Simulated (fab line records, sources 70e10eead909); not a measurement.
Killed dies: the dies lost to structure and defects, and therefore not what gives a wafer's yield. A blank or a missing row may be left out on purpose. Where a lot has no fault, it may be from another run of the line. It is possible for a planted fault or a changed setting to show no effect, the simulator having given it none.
Which tool did it?	flow nandHarc	Sampling: 14 lots, 42 wafers, 4 of 1302 route steps

WHAT THE GAUGES SHOWED, per wafer
The record holds no reading of a measuring or inspecting step that can be judged against a usual standard deviation.

TOOL THAT RAN EACH LOT (tool first, then ch and the chambers of the sampled wafers, then the start)
lot	NHARC_A_CONTACT_DESCUM_47	NHARC_A_CONTACT_ETCH_112	NHARC_A_CONTACT_ETCH_115	NHARC_A_CONTACT_ETCH_117
L321	rieDiel-02 ch 1,3, day 21 18:44	harCapEtch-02 ch 0,1, day 21 20:48	harCapEtch-02 ch 0,1, day 21 21:19	harCapEtch-02 ch 0,1, day 21 21:39
L322	rieDiel-05 ch 0,3, day 21 20:03	harCapEtch-03 ch 1, day 21 22:31	harCapEtch-03 ch 1, day 21 23:01	harCapEtch-03 ch 1, day 21 23:22
L325	rieDiel-09 ch 2,3, day 22 15:09	harCapEtch-02 ch 0,1, day 22 17:36	harCapEtch-02 ch 0,1, day 22 18:07	harCapEtch-02 ch 0,1, day 22 18:27
L327	rieDiel-09 ch 0,1, day 23 20:35	harCapEtch-01 ch 0,1, day 23 22:37	harCapEtch-01 ch 0,1, day 23 23:08	harCapEtch-01 ch 0,1, day 23 23:28
L330	rieDiel-09 ch 0,1,2, day 25 06:52	harCapEtch-03 ch 0,1, day 25 08:58	harCapEtch-03 ch 0,1, day 25 09:29	harCapEtch-03 ch 0,1, day 25 09:50
L331	rieDiel-02 ch 0,2,3, day 25 14:40	harCapEtch-03 ch 0,1, day 25 16:46	harCapEtch-03 ch 0,1, day 25 17:17	harCapEtch-03 ch 0,1, day 25 17:37
L333	rieDiel-02 ch 2,3, day 26 12:30	harCapEtch-02 ch 0,1, day 26 14:34	harCapEtch-02 ch 0,1, day 26 15:04	harCapEtch-02 ch 0,1, day 26 15:25
L334	rieDiel-09 ch 1,2, day 27 09:58	harCapEtch-03 ch 0,1, day 27 12:01	harCapEtch-03 ch 0,1, day 27 12:31	harCapEtch-03 ch 0,1, day 27 12:51
L336	rieDiel-02 ch 0,2,3, day 27 15:57	harCapEtch-01 ch 0,1, day 27 18:00	harCapEtch-01 ch 0,1, day 27 18:31	harCapEtch-01 ch 0,1, day 27 18:52
L341	rieDiel-05 ch 0,1,2, day 29 08:40	harCapEtch-02 ch 0,1, day 29 10:49	harCapEtch-02 ch 0,1, day 29 11:19	harCapEtch-02 ch 0,1, day 29 11:40
L340	rieDiel-02 ch 0,2, day 29 12:31	harCapEtch-01 ch 0,1, day 29 14:37	harCapEtch-01 ch 0,1, day 29 15:07	harCapEtch-01 ch 0,1, day 29 15:28
L343	rieDiel-09 ch 2,3, day 30 10:20	harCapEtch-02 ch 0,1, day 30 12:20	harCapEtch-02 ch 0,1, day 30 12:51	harCapEtch-02 ch 0,1, day 30 13:11
L342	rieDiel-05 ch 2,3, day 30 10:38	harCapEtch-03 ch 0,1, day 30 12:43	harCapEtch-03 ch 0,1, day 30 13:14	harCapEtch-03 ch 0,1, day 30 13:35
L344	rieDiel-09 ch 1,3, day 31 08:50	harCapEtch-02 ch 1, day 31 10:51	harCapEtch-02 ch 1, day 31 11:22	harCapEtch-02 ch 1, day 31 11:43
- NHARC_A_CONTACT_DESCUM_47: chemistry O2, time 3 s.
- NHARC_A_CONTACT_ETCH_112: etches the open film in C4F8/O2/Ar, time 190 s, target depth 1850 nm.
- NHARC_A_CONTACT_ETCH_115: etches the open film in C4F8/O2/Ar, time 190 s, target depth 1850 nm.
- NHARC_A_CONTACT_ETCH_117: etches the open film in C4F8/O2/Ar, time 190 s, target depth 1850 nm.

AS READ BY THE TOOLS THEMSELVES (means over the sampled wafers that have a number; for cases with no such wafer, the mark the record gives instead)
NHARC_A_CONTACT_DESCUM_47.
lot	tool	drypumpMotorCurrentA (A)	o2FlowSccm (sccm)	oesProductAu (a.u.)	rfVppV (V)	showerheadPlenumPTorr (Torr)	throttleValvePct (%)
L321	rieDiel-02	5.8	200.1	0.996	57.5	1.98	11.313
L322	rieDiel-05	5.4	199.8	1.001	58.0	1.90	11.310
L325	rieDiel-09	5.9	199.9	0.986	57.5	1.96	11.305
L327	rieDiel-09	6.1	199.3	1.004	57.3	1.87	11.315
L330	rieDiel-09	6.1	200.3	0.997	58.3	1.95	11.305
L331	rieDiel-02	5.7	200.7	0.990	57.5	1.94	11.303
L333	rieDiel-02	6.0	200.1	0.988	57.8	2.00	11.308
L334	rieDiel-09	6.2	200.1	0.990	58.2	2.01	11.318
L336	rieDiel-02	5.7	200.3	1.003	57.0	1.93	11.319
L341	rieDiel-05	5.8	200.0	1.004	57.9	1.86	11.320
L340	rieDiel-02	5.4	199.4	0.990	57.6	1.88	11.311
L343	rieDiel-09	6.0	199.6	0.997	58.3	1.97	11.311
L342	rieDiel-05	6.2	199.7	1.003	57.3	1.84	11.310
L344	rieDiel-09	5.9	200.1	0.995	58.1	1.93	11.329

NHARC_A_CONTACT_ETCH_112.
lot	tool	chamberPressureMTorr (mTorr)	oesAirLineAu (a.u.)
L321	harCapEtch-02	20.013	0.978
L322	harCapEtch-03	20.000	0.987
L325	harCapEtch-02	20.012	1.002
L327	harCapEtch-01	19.995	1.021
L330	harCapEtch-03	-	-
L331	harCapEtch-03	-	-
L333	harCapEtch-02	20.001	1.005
L334	harCapEtch-03	19.994	1.015
L336	harCapEtch-01	19.995	0.995
L341	harCapEtch-02	19.995	1.000
L340	harCapEtch-01	20.010	1.002
L343	harCapEtch-02	20.004	0.977
L342	harCapEtch-03	19.986	1.020
L344	harCapEtch-02	19.990	0.979

NHARC_A_CONTACT_ETCH_115.
lot	tool	chamberPressureMTorr (mTorr)	oesAirLineAu (a.u.)
L321	harCapEtch-02	19.985	0.982
L322	harCapEtch-03	20.000	1.004
L325	harCapEtch-02	20.006	0.992
L327	harCapEtch-01	20.001	0.984
L330	harCapEtch-03	19.991	1.001
L331	harCapEtch-03	20.034	0.996
L333	harCapEtch-02	19.993	0.994
L334	harCapEtch-03	19.977	0.991
L336	harCapEtch-01	19.994	1.009
L341	harCapEtch-02	19.994	0.990
L340	harCapEtch-01	19.998	0.991
L343	harCapEtch-02	19.977	0.987
L342	harCapEtch-03	19.991	1.018
L344	harCapEtch-02	20.014	0.996

NHARC_A_CONTACT_ETCH_117.
lot	tool	chamberPressureMTorr (mTorr)	oesAirLineAu (a.u.)
L321	harCapEtch-02	20.001	0.982
L322	harCapEtch-03	19.998	0.995
L325	harCapEtch-02	20.001	0.990
L327	harCapEtch-01	19.992	0.986
L330	harCapEtch-03	20.008	1.004
L331	harCapEtch-03	19.979	1.004
L333	harCapEtch-02	19.971	1.020
L334	harCapEtch-03	20.001	1.005
L336	harCapEtch-01	19.998	0.995
L341	harCapEtch-02	20.008	1.006
L340	harCapEtch-01	19.971	1.027
L343	harCapEtch-02	20.003	0.995
L342	harCapEtch-03	19.986	0.994
L344	harCapEtch-02	20.018	0.982

THE ANSWER, worked out from the rows above alone
Rule: usual is defined by the lots themselves. Put in order of their means at a reading, lots are off if they are a third of the lots or fewer, leave a main group of 4 or more, and stand apart from it by a gap of 3 or more times the standard deviation of the main group's means; of several such gaps the widest counts. The tables above print the reading to a certain number of digits; a main group whose means all agree to those digits is not used. A lot without any number at a reading at which 4 lots or more have one is off too. All remaining lots with rows at the step are treated as sound. First the gauges in route order, then the tools' own readings, where a lot's mean is used as printed above. At the first step where some lot is off, the reading lying furthest off is the one used; lots without a number count as furthest.
Off: L330, L331, at NHARC_A_CONTACT_ETCH_112 (chamberPressureMTorr). Without a number there: L330, L331. For the main group the mean is 20.000 mTorr and the standard deviation 0.0083.
If a tool, at that step or one of the process steps before it, ran each lot that is off and ran no sound lot following the first of them, it fits. None of those tried fits.

WHAT HAD BEEN PUT IN BY THE SIMULATOR
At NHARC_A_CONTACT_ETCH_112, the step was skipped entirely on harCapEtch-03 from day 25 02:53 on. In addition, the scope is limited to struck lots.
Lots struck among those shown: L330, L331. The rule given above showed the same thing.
